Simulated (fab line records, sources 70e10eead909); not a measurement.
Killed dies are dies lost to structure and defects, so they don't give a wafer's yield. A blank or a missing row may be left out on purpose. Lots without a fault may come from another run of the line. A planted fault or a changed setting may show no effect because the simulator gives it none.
Tool commonality check | flow nand_harc | 14 lots, 42 wafers sampled

WHY IT WAS OPENED
At NHARC_A_ONON_D1_THK_MEAS_14 the reading thk_nm is flagged on 2 of 14 lots. Wafers without a fault read 1000 nm, standard deviation 11.
Rule: a lot is flagged when every wafer of it that has a number lies more than 4 standard deviations from that mean, or none has a number. The other lots count as sound.

lot  | measured     | on            | thk_nm (nm), wafer by wafer | flag
L971 | day 7 21:37  | film_metro-01 | 1012 1014 1010              |
L972 | day 7 21:38  | film_metro-02 | 982 982 982                 |
L973 | day 8 14:58  | film_metro-02 | 1000 996 998                |
L974 | day 8 23:51  | film_metro-02 | 1006 1006 1006              |
L975 | day 9 07:12  | film_metro-02 | 1011 1012 1013              |
L976 | day 9 22:05  | film_metro-02 | 1007 1006 1006              |
L977 | day 10 07:29 | film_metro-01 | 992 993 989                 |
L978 | day 10 17:21 | film_metro-01 | 1002 1004 1005              |
L979 | day 11 09:06 | film_metro-02 | 995 996 996                 |
L988 | day 14 17:34 | film_metro-02 | 708 707 706                 | FLAGGED
L989 | day 15 10:47 | film_metro-01 | 729 729 728                 | FLAGGED
L990 | day 15 14:36 | film_metro-01 | 1011 1012 1009              |
L991 | day 16 02:11 | film_metro-02 | 995 992 993                 |
L994 | day 17 00:49 | film_metro-01 | 1003 1000 1004              |
The numbers of the flagged lots are 718 nm on average: -282 nm against the usual, or -26 standard deviations.

WHICH TOOL RAN EACH LOT
The record holds 1 process step before the reading, out of a route of 1302 steps. In each cell: the tool, then ch and the chambers that the sampled wafers went through, then the start.
lot  | flag    | NHARC_A_ONON_D1_DEP_12
L971 |         | pecvd_onon-01 ch 0, day 7 21:05
L972 |         | pecvd_onon-03 ch 0, day 7 21:07
L973 |         | pecvd_onon-03 ch 0, day 8 14:27
L974 |         | pecvd_onon-03 ch 0, day 8 23:27
L975 |         | pecvd_onon-02 ch 0, day 9 06:45
L976 |         | pecvd_onon-01 ch 0, day 9 21:34
L977 |         | pecvd_onon-02 ch 0, day 10 06:58
L978 |         | pecvd_onon-02 ch 0, day 10 16:54
L979 |         | pecvd_onon-02 ch 0, day 11 08:42
L988 | FLAGGED | pecvd_onon-01 ch 0, day 14 17:07
L989 | FLAGGED | pecvd_onon-01 ch 0, day 15 10:28
L990 |         | pecvd_onon-02 ch 0, day 15 14:13
L991 |         | pecvd_onon-02 ch 0, day 16 01:40
L994 |         | pecvd_onon-02 ch 0, day 17 00:22
What these steps do:
- NHARC_A_ONON_D1_DEP_12: target thk 1000 nm.
- NHARC_A_ONON_D1_THK_MEAS_14: measures by ellipsometry.

FLAGGED OVER TOTAL, TOOL BY TOOL (the gauges that took the reading come last)
step                        | tool          | lots run | flagged | share of the flagged lots | sound lots run after its first flagged lot
NHARC_A_ONON_D1_DEP_12      | pecvd_onon-01 | 4        | 2       | all                       | 0
NHARC_A_ONON_D1_DEP_12      | pecvd_onon-02 | 7        | 0       | none                      | -
NHARC_A_ONON_D1_DEP_12      | pecvd_onon-03 | 3        | 0       | none                      | -
NHARC_A_ONON_D1_THK_MEAS_14 | film_metro-01 | 6        | 1       | some                      | 2 (L990,L994)
NHARC_A_ONON_D1_THK_MEAS_14 | film_metro-02 | 8        | 1       | some                      | 1 (L991)

WHAT THE TABLE ALLOWS
1 row of the table ran every flagged lot: pecvd_onon-01 at NHARC_A_ONON_D1_DEP_12.
- pecvd_onon-01 at NHARC_A_ONON_D1_DEP_12: 2 of its 4 lots flagged. Its last sound lot is L976 (day 9 21:34), its first flagged lot L988 (day 14 17:07): a fault that began between those two fits.
One tool is left: pecvd_onon-01 at NHARC_A_ONON_D1_DEP_12.

WHAT THE SIMULATOR HAD PUT IN
Process parameter drift: pecvd_onon-01, from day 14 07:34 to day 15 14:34, at NHARC_A_ONON_D1_DEP_12. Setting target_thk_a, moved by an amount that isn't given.
Lots struck among those shown: L988, L989. The rule above found the same.
